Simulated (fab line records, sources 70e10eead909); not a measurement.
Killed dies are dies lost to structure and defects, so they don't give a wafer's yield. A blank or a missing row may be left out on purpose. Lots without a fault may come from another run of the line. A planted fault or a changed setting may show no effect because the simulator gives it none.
fab line records | flow nand_harc
record lots=4 wafers=12 last_day=33
route steps=1302 shown A_CHANNEL_HOLE_D1@450 END@1301
lots that met no fault: from a run of the same line without faults
start_h: hours from the record's first day to the start of the lot's first wafer shown | wait_h: hours since the lot's step before | " the same as in the row above | L1.1+2: a row that stands for several wafers | - no value, or no start given | * or withheld: withheld | < > ~ a bound
route shown NAME@n: a module of which the file shows steps, and the number in the route of the first | usual: mean/standard deviation of fault-free wafers | same: alike in all rows | chamber/n: place in a boat | sites: the reading at each site | _std_site: their standard deviation | _edge_site: outer sites' mean less inner sites' | radius_mm: how far each site lies from the wafer's centre | mask NAME#n: copy n | behind: the tool/chamber that last shaped the wafer | hold: why the lot was held/for how many hours/how that ended | device: the transistor (n, p or np) that didn't switch | end of line: the same wafers' tests at the end of the route | a step without rows: its recipe alone | killed: dies lost to structure and defects at the first sort, not the wafer's yield | map: a wafer's dies, x killed, . not, _ none there
set.NAME: the setting as run; set.NAME@STEP: as run at that earlier step | model.NAME: the simulator's own value behind a step, which no gauge read
lots at some steps of the route; a table a step, a row a wafer
services: from which hour (start_h, from the record's first day; less than 0 if before it) a tool's chamber was out of use, for how many hours, and why
## steps
# step NHARC_A_CHANNEL_HOLE_D1_DEP_00
# recipe target_thk_a=31000 temp_c=400 material=aC
# step NHARC_A_CHANNEL_HOLE_D1_DEP_01
# recipe target_thk_a=1400 target_thk_nm=140 temp_c=400 pressure_torr=3.5 flow_sccm=200 rf_w=350 material=SiON
# step NHARC_A_CHANNEL_HOLE_D1_DEHYDRATE_02
# recipe temp_c=150 time_s=120
# step NHARC_A_CHANNEL_HOLE_D1_HMDS_03
# recipe time_s=30
# step NHARC_A_CHANNEL_HOLE_D1_COAT_36
# recipe temp_c=260 time_s=75
# step NHARC_A_CHANNEL_HOLE_D1_COAT_37
# recipe temp_c=225 time_s=65
# step NHARC_A_CHANNEL_HOLE_D1_COAT_04
# recipe spin_rpm=1500 resist_thk_nm=90
# step NHARC_A_CHANNEL_HOLE_D1_SOFTBAKE_05
# recipe temp_c=105 time_s=55
# step NHARC_A_CHANNEL_HOLE_D1_EBR_06
# step NHARC_A_CHANNEL_HOLE_D1_EXPOSE_07
# recipe na=1.35 target_cd_nm=100 sigma_outer=0.3 dose_mj=59.65 mask_id=HOLE_D1
# usual exposure_dose_mJ_cm2=59.59/0.073 focus_offset_nm=0.0/0.55
# columns lot.wafer tool chamber start_h wait_h mask exposure_dose_mJ_cm2 focus_offset_nm
L857.1 arfi_scanner-01 0 233.84 - HOLE_D1#0 59.68 -0.1
L857.2 " 0 " " HOLE_D1#0 59.69 -0.5
L857.5 " 0 " " HOLE_D1#0 59.72 0.2
L860.2 arfi_scanner-01 0 275.51 - HOLE_D1#0 41.15 0.6
L860.4 " 0 " " HOLE_D1#0 41.22 -0.1
L860.5 " 0 " " HOLE_D1#0 41.20 0.8
L862.1 arfi_scanner-01 0 293.57 - HOLE_D1#0 44.93 -0.4
L862.4 " 0 " " HOLE_D1#0 44.85 0.3
L862.5 " 0 " " HOLE_D1#0 44.88 -0.4
L872.1 arfi_scanner-03 0 390.97 - HOLE_D1#0 59.69 0.1
L872.3 " 0 " " HOLE_D1#0 59.64 0.3
L872.5 " 0 " " HOLE_D1#0 59.56 0.6
# step NHARC_A_CHANNEL_HOLE_D1_PEB_08
# recipe peb_temp_c=100 peb_time_s=65
# step NHARC_A_CHANNEL_HOLE_D1_DEVELOP_09
# recipe develop_time_s=35 dev_temp_c=23
# step NHARC_A_CHANNEL_HOLE_D1_CD_MEAS_10
# recipe target_cd_nm=100 landing_energy_ev=500
# usual cd_nm=100.1/0.53
# columns lot.wafer tool chamber start_h wait_h cd_nm
L857.1 cd_sem-03 0 233.98 - 100.6
L857.2 " 0 " " 100.0
L857.5 " 0 " " 101.0
L860.2 cd_sem-03 0 275.65 - 82.2
L860.4 " 0 " " 81.8
L860.5 " 0 " " 82.9
L862.1 cd_sem-01 0 293.71 - 86.3
L862.4 " 0 " " 87.0
L862.5 " 0 " " 86.9
L872.1 cd_sem-02 0 391.11 - 100.7
L872.3 " 0 " " 100.2
L872.5 " 0 " " 100.7
# step NHARC_A_CHANNEL_HOLE_D1_DESCUM_15
# recipe time_s=3 o2_flow_sccm=200 ar_flow_sccm=0 bias_power_w=0 chemistry=O2
# usual drypump_motor_current_A=5.5/0.3 oes_product_au=1.000/0.012 rf_vpp_V=57.8/0.85 showerhead_plenum_p_Torr=1.90/0.059 throttle_valve_pct=11.311/0.0094
# columns lot.wafer tool chamber start_h wait_h drypump_motor_current_A oes_product_au rf_hours_counter_h rf_vpp_V showerhead_plenum_p_Torr throttle_valve_pct model.A_CHANNEL_HOLE_D1.cd_nm
L857.1 rie_diel-10 3 234.18 0.1 5.7 0.994 15 57.0 1.86 11.314 100.7
L857.2 " 0 " " 5.3 0.992 15 57.1 1.97 11.314 100
L857.5 " 2 " " 5.6 1.033 - 56.9 1.89 11.307 101.3
L860.4 rie_diel-04 2 275.86 0.1 5.7 0.981 27 57.7 1.95 11.294 82.37
L860.2 " 3 " " 5.6 1.008 29 58.6 1.96 11.299 82.32
L860.5 " 1 " " 5.5 0.989 - 59.1 2.03 11.316 82.71
L862.1 rie_diel-01 2 293.89 0.1 5.7 1.003 21 57.9 1.93 11.302 86.75
L862.4 " 0 " " 5.7 1.024 25 58.6 1.86 11.305 87.04
L862.5 " 3 " " 6.3 1.002 - 57.2 1.93 11.309 86.37
L872.3 rie_diel-10 2 391.32 0.1 5.6 0.980 11 58.1 1.88 11.305 100.6
L872.1 " 3 " " 5.7 0.999 11 58.8 1.85 11.303 101
L872.5 " 1 " " 5.1 1.002 - 58.0 1.83 11.328 100
# step NHARC_A_CHANNEL_HOLE_D1_ETCH_38
# recipe target_depth_a=390 over_etch_frac=0.3 time_s=65 ion_energy_ev=80 cf4_flow_sccm=150 ar_flow_sccm=0 rf_w=300 bias_w=100 chemistry=CF4
# step NHARC_A_CHANNEL_HOLE_D1_ETCH_39
# recipe target_depth_a=2600 over_etch_frac=0.3 time_s=325 ion_energy_ev=200 n2_flow_sccm=150 h2_flow_sccm=150 ar_flow_sccm=0 rf_w=400 bias_w=150 chemistry=N2/H2
# step NHARC_A_CHANNEL_HOLE_D1_ETCH_34
# recipe target_depth_a=1540 time_s=77 cf4_flow_sccm=100 chf3_flow_sccm=30 ar_flow_sccm=0 rf_w=500 bias_w=200 chemistry=CF4/CHF3
# step NHARC_A_CHANNEL_HOLE_D1_ETCH_16
# recipe target_depth_a=31000 over_etch_frac=0.3 time_s=806 ion_energy_ev=150 o2_flow_sccm=400 cos_flow_sccm=20 ar_flow_sccm=0 rf_w=500 bias_w=300 chemistry=O2/COS
# step NHARC_A_CHANNEL_HOLE_D1_CD_MEAS_18
# usual cd_nm=99.8/2.2
# columns lot.wafer tool chamber start_h wait_h cd_nm
L857.1 cd_sem-02 - 235.28 - 103.1
L857.2 " - " " 102.3
L857.5 " - " " 104.6
L860.2 cd_sem-01 - 277.12 - 83.0
L860.4 " - " " 83.4
L860.5 " - " " 83.8
L862.1 cd_sem-03 - 295.17 - 90.7
L862.4 " - " " 90.5
L862.5 " - " " 85.2
L872.1 cd_sem-03 - 392.41 - 98.8
L872.3 " - " " 99.1
L872.5 " - " " 96.3
# step NHARC_A_CHANNEL_HOLE_D1_ETCH_19
# recipe bias_v=1200 source_w=2500 pressure_mtorr=15 time_s=34.5 ar_flow_sccm=375 c4f8_flow_sccm=28.8 o2_flow_sccm=96.2 temp_c=-20 target_depth_a=* chemistry=C4F8/O2/Ar
# step NHARC_A_CHANNEL_HOLE_D1_ETCH_20
# recipe bias_v=3000 source_w=withheld pressure_mtorr=20 time_s=361.9 ar_flow_sccm=375 c4f8_flow_sccm=89.3 o2_flow_sccm=35.7 temp_c=-20 target_depth_a=16000 chemistry=C4F8/O2/Ar
# step NHARC_A_CHANNEL_HOLE_D1_ETCH_21
# recipe bias_v=3000 source_w=withheld pressure_mtorr=20 time_s=514.3 ar_flow_sccm=375 c4f8_flow_sccm=89.3 o2_flow_sccm=35.7 temp_c=-20 target_depth_a=16000 chemistry=C4F8/O2/Ar
# step NHARC_A_CHANNEL_HOLE_D1_ETCH_22
# recipe bias_v=3000 source_w=withheld pressure_mtorr=20 time_s=666.7 ar_flow_sccm=375 c4f8_flow_sccm=89.3 o2_flow_sccm=35.7 temp_c=-20 target_depth_a=16000 chemistry=C4F8/O2/Ar
# step NHARC_A_CHANNEL_HOLE_D1_ETCH_23
# recipe bias_v=5000 source_w=withheld pressure_mtorr=20 time_s=819 ar_flow_sccm=375 c4f8_flow_sccm=89.3 o2_flow_sccm=35.7 temp_c=-20 target_depth_a=16000 chemistry=C4F8/O2/Ar
# step NHARC_A_CHANNEL_HOLE_D1_ETCH_24
# recipe bias_v=5000 source_w=withheld pressure_mtorr=20 time_s=906.2 ar_flow_sccm=375 c4f8_flow_sccm=93.8 o2_flow_sccm=31.2 temp_c=-20 target_depth_a=15000 chemistry=C4F8/O2/Ar
# step NHARC_A_CHANNEL_HOLE_D1_ETCH_25
# recipe bias_v=5000 source_w=withheld pressure_mtorr=20 time_s=1040.2 ar_flow_sccm=375 c4f8_flow_sccm=93.8 o2_flow_sccm=31.2 temp_c=-20 target_depth_a=15000 chemistry=C4F8/O2/Ar
# step NHARC_A_CHANNEL_HOLE_D1_ETCH_26
# recipe bias_v=300 source_w=2000 pressure_mtorr=30 time_s=224.1 ar_flow_sccm=375 c4f8_flow_sccm=11.4 o2_flow_sccm=113.6 temp_c=-20 target_depth_a=3000 chemistry=C4F8/O2/Ar
# step NHARC_A_CHANNEL_HOLE_D1_ETCH_33
# recipe bias_v=400 source_w=2000 pressure_mtorr=25 time_s=90 ar_flow_sccm=375 c4f8_flow_sccm=41.7 o2_flow_sccm=83.3 temp_c=-20 target_depth_a=4000 chemistry=C4F8/O2/Ar
# step NHARC_A_CHANNEL_HOLE_D1_STRIP_41
# recipe n2_flow_sccm=150 h2_flow_sccm=150 ar_flow_sccm=0 bias_w=0 chemistry=N2/H2
# step NHARC_A_CHANNEL_HOLE_D1_STRIP_42
# recipe cf4_flow_sccm=100 chf3_flow_sccm=30 ar_flow_sccm=0 bias_w=0 chemistry=CF4/CHF3
# step NHARC_A_CHANNEL_HOLE_D1_STRIP_43
# recipe o2_flow_sccm=400 cos_flow_sccm=20 ar_flow_sccm=0 bias_w=0 chemistry=O2/COS
# step NHARC_A_CHANNEL_HOLE_D1_ETCH_44
# recipe target_depth_a=1400 overetch_a=140 time_s=77 ion_energy_ev=100 cf4_flow_sccm=80 o2_flow_sccm=20 ar_flow_sccm=0 rf_w=300 bias_w=100 chemistry=CF4/O2
# usual drypump_motor_current_A=5.5/0.3 oes_o_777_au=0.999/0.0045 oes_product_au=1.001/0.011 rf_vpp_V=197.6/1.2 showerhead_plenum_p_Torr=1.33/0.043 throttle_valve_pct=13.397/0.01
# columns lot.wafer tool chamber start_h wait_h drypump_motor_current_A oes_o_777_au oes_product_au rf_hours_counter_h rf_vpp_V showerhead_plenum_p_Torr throttle_valve_pct model.A_CHANNEL_HOLE_D1.cd_nm
L857.2 rie_diel-10 3 241.04 0.1 5.7 1.002 1.001 16 197.2 1.30 13.396 91.22
L857.1 " 0 " " 5.3 1.005 0.993 16 198.6 1.37 13.400 92.06
L857.5 " 2 " " 5.5 1.002 1.015 - 197.5 1.32 13.377 92.21
L860.4 rie_diel-10 2 281.92 0.1 5.5 1.004 1.000 2 197.9 1.32 13.409 72.19
L860.2 " 3 " " 5.7 0.994 1.015 2 196.1 1.30 13.397 72.27
L860.5 " 1 " " 5.1 1.006 0.999 - 196.5 1.28 13.401 72.23
L862.4 rie_diel-10 1 299.98 0.1 5.1 1.007 1.009 4 197.2 1.28 13.402 76.95
L862.1 " 2 " " 5.6 1.005 0.997 4 197.0 1.31 13.382 76.3
L862.5 " 3 " " 5.7 0.995 0.998 - 198.2 1.30 13.392 76.23
L872.3 rie_diel-10 2 401.30 0.1 5.6 1.005 0.993 12 194.9 1.31 13.392 90.42
L872.1 " 0 " " 5.3 0.998 1.004 13 198.1 1.37 13.395 90.24
L872.5 " 2 " " 5.6 0.998 0.993 - 196.0 1.31 13.428 89.05
# step NHARC_A_CHANNEL_HOLE_D1_STRIP_27
# recipe o2_flow_sccm=500 ar_flow_sccm=0 bias_w=0 chemistry=O2
# step NHARC_A_CHANNEL_HOLE_D1_PRECLEAN_28
# recipe time_s=* temp_c=50 bath_age_min=0 chemistry=SC1
# step NHARC_A_CHANNEL_HOLE_D1_SRD_29
# step NHARC_A_CHANNEL_HOLE_D1_CD_MEAS_30
# usual cd_nm=90.1/1.2
# columns lot.wafer tool chamber start_h wait_h cd_nm
L857.1 cd_sem-01 - 241.83 - 92.4
L857.2 " - " " 90.8
L857.5 " - " " 92.8
L860.2 cd_sem-03 - 282.75 - 72.4
L860.4 " - " " 72.6
L860.5 " - " " 72.8
L862.1 cd_sem-02 - 301.21 - 77.1
L862.4 " - " " 76.5
L862.5 " - " " 76.4
L872.1 cd_sem-03 - 402.08 - 89.7
L872.3 " - " " 90.6
L872.5 " - " " 89.3
# step NHARC_A_CHANNEL_HOLE_D1_XSEM_31
# recipe landing_energy_ev=35000
# usual bot_cd_nm=74.7/1.2 bow_nm=8.58/0.2 tilt_deg=0.06/0.037
# columns lot.wafer tool chamber start_h wait_h bot_cd_nm bow_nm tilt_deg
L857.1 xsem-01 0 241.91 0.1 77.0 8.69 0.05
L857.2 " 0 " " 75.9 8.61 0.06
L857.5 " 0 " " 77.2 8.74 0.05
L860.2 xsem-02 0 282.84 0.1 57.0 8.66 0.06
L860.4 " 0 " " 57.1 8.64 0.06
L860.5 " 0 " " 56.4 8.67 0.06
L862.1 xsem-01 0 301.29 0.1 61.1 8.51 0.05
L862.4 " 0 " " 60.8 8.60 0.05
L862.5 " 0 " " 60.9 8.58 0.05
L872.1 xsem-02 0 402.17 0.1 73.9 8.69 0.09
L872.3 " 0 " " 75.1 8.85 0.09
L872.5 " 0 " " 72.8 8.71 0.09
# step NHARC_END_WLT_00
# usual VT_DECK1_BOTTOM=0.872/0.008 VT_DECK1_BOTTOM_INNER=0.872/0.0084 VT_DECK1_MEDIAN_NEAR_BOTTOM=0.873/0.0081 VT_DECK1_MEDIAN_NEAR_BOTTOM_INNER=0.874/0.0081 VT_DECK1_MIDDLE=0.885/0.0082 VT_DECK1_MIDDLE_INNER=0.885/0.008 VT_DECK1_TOP=0.896/0.0079 VT_DECK1_TOP_INNER=0.897/0.0081 VT_DECK2_BOTTOM=0.873/0.0071 VT_DECK2_BOTTOM_INNER=0.873/0.0079 VT_DECK2_MEDIAN_NEAR_BOTTOM=0.874/0.0077 VT_DECK2_MEDIAN_NEAR_BOTTOM_INNER=0.874/0.0081 VT_DECK2_MIDDLE=0.886/0.008 VT_DECK2_MIDDLE_INNER=0.886/0.0068 VT_DECK2_TOP=0.898/0.008 VT_DECK2_TOP_INNER=0.898/0.0077
# columns lot.wafer tool chamber start_h wait_h VT_DECK1_BOTTOM VT_DECK1_BOTTOM_INNER VT_DECK1_MEDIAN_NEAR_BOTTOM VT_DECK1_MEDIAN_NEAR_BOTTOM_INNER VT_DECK1_MIDDLE VT_DECK1_MIDDLE_INNER VT_DECK1_TOP VT_DECK1_TOP_INNER VT_DECK2_BOTTOM VT_DECK2_BOTTOM_INNER VT_DECK2_MEDIAN_NEAR_BOTTOM VT_DECK2_MEDIAN_NEAR_BOTTOM_INNER VT_DECK2_MIDDLE VT_DECK2_MIDDLE_INNER VT_DECK2_TOP VT_DECK2_TOP_INNER
L857.1 prober-01 - 634.81 0.0 0.873 0.871 0.875 0.870 0.882 0.882 0.896 0.882 0.869 0.876 0.874 0.876 0.892 0.894 0.905 0.914
L857.2 " - " " 0.875 0.869 0.878 0.865 0.883 0.880 0.890 0.891 0.873 0.887 0.886 0.888 0.889 0.900 0.906 0.898
L857.5 " - 636.80 2.0 0.876 0.864 0.882 0.874 0.879 0.881 0.893 0.886 0.875 0.870 0.875 0.884 0.900 0.893 0.908 0.906
L860.2 prober-02 - 659.94 0.6 0.806 0.806 0.806 0.807 0.826 0.825 0.840 0.841 0.875 0.879 0.874 0.876 0.883 0.887 0.898 0.903
L860.4 " - 660.95 1.6 0.805 0.811 0.807 0.808 0.828 0.828 0.844 0.850 0.875 0.877 0.882 0.885 0.897 0.891 0.898 0.891
L860.5 " - " " 0.811 0.809 0.811 0.805 0.833 0.827 0.850 0.850 0.876 0.870 0.883 0.869 0.891 0.885 0.903 0.905
L862.1 prober-02 - 677.03 0.1 0.831 0.835 0.831 0.836 0.855 0.855 0.874 0.857 0.876 0.874 0.869 0.871 0.893 0.877 0.904 0.903
L862.4 " - 678.55 1.6 0.835 0.830 0.824 0.834 0.841 0.854 0.865 0.865 0.880 0.877 0.874 0.876 0.885 0.889 0.892 0.894
L862.5 " - " " 0.828 0.828 0.833 0.828 0.849 0.850 0.863 0.870 0.872 0.878 0.881 0.882 0.900 0.889 0.901 0.895
L872.1 prober-02 - 776.37 0.1 0.885 0.896 0.885 0.887 0.901 0.904 0.908 0.911 0.870 0.868 0.879 0.879 0.880 0.884 0.897 0.902
L872.3 " - 777.37 1.1 0.881 0.884 0.894 0.895 0.900 0.906 0.912 0.915 0.869 0.867 0.867 0.868 0.876 0.881 0.895 0.891
L872.5 " - 778.37 2.1 0.875 0.877 0.878 0.887 0.910 0.895 0.914 0.909 0.870 0.875 0.878 0.873 0.886 0.880 0.893 0.890
# step NHARC_END_SORT_01
# recipe temp_c=25
# usual killed_at_array=57/20 killed_at_other=1.0/1.5 killed_at_periphery=3.5/2.5 killed_dies=62/21 killed_open=3.5/1.9 killed_short=2.4/1.6
# same gross_dies=677
# columns lot.wafer tool chamber start_h wait_h killed_at_array killed_at_other killed_at_periphery killed_dies killed_open killed_short
L860.2 prober-02 0 663.26 2.8 386 2 7 395 5 2
L860.4 prober-02 0 664.86 3.4 414 3 4 421 5 3
L860.5 prober-02 0 665.66 3.7 366 4 4 374 5 1
L862.1 prober-02 0 680.07 2.5 84 0 4 88 2 2
L862.4 prober-02 0 682.50 3.4 89 1 4 94 7 2
L862.5 prober-02 0 683.31 3.7 139 1 7 147 5 2
# killed by level:class
L860.2 A_CHANNEL_HOLE_D1:area_expose=307 A_CHANNEL_HOLE_D1:chamber_film_flake=35 A_SLIT:chamber_film_flake=26 A_CHANNEL_HOLE_D2:chamber_film_flake=10 P_M0:geometric_particle:open=2 P_ZERO_WELL:chamber_film_flake=2 A_CONTACT:chamber_film_flake=2 THIN_TSV:chamber_film_flake=2
L860.4 A_CHANNEL_HOLE_D1:area_expose=319 A_CHANNEL_HOLE_D1:chamber_film_flake=31 A_SLIT:chamber_film_flake=27 A_CHANNEL_HOLE_D2:chamber_film_flake=17 A_CONTACT:chamber_film_flake=11 THIN_TSV:chamber_film_flake=3 A_ONON_D1:geometric_particle:short=2 A_STAIRCASE:chamber_film_flake=2
L860.5 A_CHANNEL_HOLE_D1:area_expose=290 A_SLIT:chamber_film_flake=27 A_CHANNEL_HOLE_D1:chamber_film_flake=25 A_CHANNEL_HOLE_D2:chamber_film_flake=12 A_CONTACT:chamber_film_flake=5 THIN_TSV:chamber_film_flake=4 A_STAIRCASE:chamber_film_flake=3 P_M0:geometric_particle:open=1
L862.1 A_CHANNEL_HOLE_D1:chamber_film_flake=32 A_CHANNEL_HOLE_D2:chamber_film_flake=18 A_CHANNEL_HOLE_D1:area_expose=14 A_STAIRCASE:chamber_film_flake=9 A_SLIT:chamber_film_flake=3 P_M2:chamber_film_flake=2 P_CONTACT:geometric_particle:open=1 A_CHANNEL_HOLE_D1:geometric_particle:open=1
L862.4 A_CHANNEL_HOLE_D1:chamber_film_flake=37 A_CHANNEL_HOLE_D2:chamber_film_flake=20 A_CHANNEL_HOLE_D1:area_expose=15 A_STAIRCASE:chamber_film_flake=4 A_CONTACT:chamber_film_flake=3 A_ONON_D2:geometric_particle:open=2 A_M1:geometric_particle:open=2 P_STI:chamber_film_flake=2
L862.5 A_CHANNEL_HOLE_D1:area_expose=81 A_CHANNEL_HOLE_D1:chamber_film_flake=24 A_CHANNEL_HOLE_D2:chamber_film_flake=19 A_CONTACT:chamber_film_flake=4 A_SLIT:chamber_film_flake=3 P_M0:geometric_particle:open=2 A_STAIRCASE:chamber_film_flake=2 P_CONTACT:geometric_particle:short=1
# map L860.4 (x killed, . not)
____________.____________
_________......._________
_______.....x..xxx_______
______........xxxxx______
_____x..xx..x.xxxxx._____
____.x...x.xxxxxxxxx.____
____.xx..xx.x.xxxx.x.____
___....x.x.x.x.xxxx...___
___.x.....xx.xxxxxxxxx___
__....x.xxxxx.x.x......__
__...xxxx.x.xxxx.xxx.x.__
_.x...xxxxxxxxxx.xxx...._
_xx..x.xxxxxxxxxxxx.xx.._
_..xxx.xxxxxxxxxxxxxx.x._
_x...xxxxxxxx.xxxx.xxxxx_
_xxxx.xxxx.xxxxxxxxx..xx_
....x.xxxxxxxxxxxxxxx....
..x.xxxxxxxxxxxxxxxxx.x..
....xxxxxxxxxxxxxxxxx....
.xxxxxxxxxxxxxxxxxxxxx...
...x.xxxxxxxxxxxxx.xxxx..
_.xxxxxxxxxxxxxxxxxx.x.._
_.xxxxxxxxxxxxxxxxx.xx.._
_..xxxxx.xxxxxxxxx......_
_xxxxx.x.x.xxx.xx..xxx.._
_xxxxxxx.xxxxxxxxxxxxx.._
__xx.xxxxxxxxxxx.x.x...__
__xxxxxxxxxxxxx...x....__
___x.xxxxxxx.xxx.xxx..___
___.x..xxxx.xxxx.x....___
____.x....xxxx....x..____
____x.....xx..xx.x...____
_____.....xx.xx.x..x_____
______....x...x.x..______
_______...x...x..._______
_________......x_________
____________.____________
# map L862.5 (x killed, . not)
____________.____________
_________......x_________
_______..........x_______
______........xx.xx______
_____......x....xxxx_____
____....x....x.xxxxx.____
____.........x.xxxx..____
___.......x...x..xx...___
___.........x...x.xx..___
__..x....xxx........x..__
__...x...x..x..........__
_..........x.x.........._
_..x....x.x...x.x..xx..._
_.........x.....x....x.._
_.....x.....x.xx.x.x...._
_.........x.xx.x......xx_
.......xx.x.xxx.x......x.
..........x....xx.x......
...xx....xx.xx.x.........
..x....x.x.xx..xxx.......
..........x.x...x...x....
_...x..xxxx...xxx......._
_....x...xxxxxxxx.x....._
_.....xxxx.x.xxxx......._
_........xxxx.xx........_
_.x.........x..x........_
__.......x.xx...x...x..__
__.....x......x........__
___....x..............___
___...x.......x.......___
____x...x......x..x..____
____.................____
_____..x............_____
______.............______
_______....x....x._______
_________......._________
____________.____________
## services
# columns tool chamber start_h hours kind
rie_diel-10 0 221.50 - clean
rie_diel-10 1 221.50 - clean
rie_diel-10 2 221.50 - clean
rie_diel-10 3 221.50 - clean
rie_diel-04 - 237.96 0.3 repair
rie_diel-04 0 238.79 1.2 repair
rie_diel-10 - 242.50 9.0 pm
arfi_scanner-01 - 252.00 4.0 pm
rie_diel-10 - 262.75 0.5 repair
rie_diel-01 1 268.42 3.1 repair
arfi_scanner-03 - 278.46 0.4 repair
arfi_scanner-01 - 284.52 0.3 repair
rie_diel-01 2 297.34 2.8 repair
rie_diel-04 - 298.04 0.3 repair
rie_diel-10 3 313.89 4.2 repair
arfi_scanner-03 - 339.69 2.6 repair
rie_diel-01 3 345.57 6.2 repair
rie_diel-04 - 354.90 9.0 pm
rie_diel-01 1 366.50 3.8 repair
arfi_scanner-03 - 368.02 4.0 pm
xsem-01 - 374.00 14.0 pm
rie_diel-01 3 378.09 9.6 repair
rie_diel-01 - 380.80 9.0 pm
arfi_scanner-03 - 392.29 1.0 repair
## key
first_sign step=NHARC_A_CHANNEL_HOLE_D1_EXPOSE_07 reading=exposure_dose_mJ_cm2 direction=down sigmas=99+ usual=59.59 struck=43.04
effect step=NHARC_A_CHANNEL_HOLE_D1_CD_MEAS_10 reading=cd_nm direction=down sigmas=29 usual=100.1 struck=84.5 through=control_loop
effect step=NHARC_A_CHANNEL_HOLE_D1_CD_MEAS_18 reading=cd_nm direction=down sigmas=6.3 usual=99.8 struck=86.1 through=control_loop
effect step=NHARC_A_CHANNEL_HOLE_D1_CD_MEAS_30 reading=cd_nm direction=down sigmas=13 usual=90.1 struck=74.6 through=control_loop
effect step=NHARC_A_CHANNEL_HOLE_D1_XSEM_31 reading=bot_cd_nm direction=down sigmas=13 usual=74.7 struck=58.9 through=control_loop
effect step=NHARC_END_WLT_00 reading=VT_DECK1_MEDIAN_NEAR_BOTTOM direction=down sigmas=6.7 usual=0.873 struck=0.819
effect step=NHARC_END_SORT_01 reading=killed_at_array direction=up sigmas=9.3 usual=57 struck=246 wafers_moved=4
model_effect step=NHARC_A_CHANNEL_HOLE_D1_DESCUM_15 value=A_CHANNEL_HOLE_D1.cd_nm without=100.3 struck=84.59
model_effect step=NHARC_A_CHANNEL_HOLE_D1_ETCH_44 value=A_CHANNEL_HOLE_D1.cd_nm without=90.07 struck=74.36
more_kills_born_at NHARC_A_CHANNEL_HOLE_D1_EXPOSE_07@arfi_scanner-01=1026
met_at NHARC_A_CHANNEL_HOLE_D1_EXPOSE_07
struck_wafers L860.2,L860.4,L860.5,L862.1,L862.4,L862.5
tester_left_out L860,L862
loop_trim step=NHARC_A_CHANNEL_HOLE_D1_EXPOSE_07 setting=dose lots=L862
onset_between 233.84 275.51
fault kind=process_parameter_drift tool=arfi_scanner-01 chamber=- onset_h=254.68 steps=NHARC_A_CHANNEL_HOLE_D1_EXPOSE_07 channel=dose_mj offset=-18.462 shape=step acts_in=these_recipes_only stated=59.65
# tester_left_out: of these lots the tester's yield and bins aren't shown, on N5 and GAA mostly nor the transistor test; their killed dies are dies lost to structure and defects alone, not to doping, threshold or leakage, so they don't give the yield
# loop_trim: a control loop set the setting to another value than it would have without faults
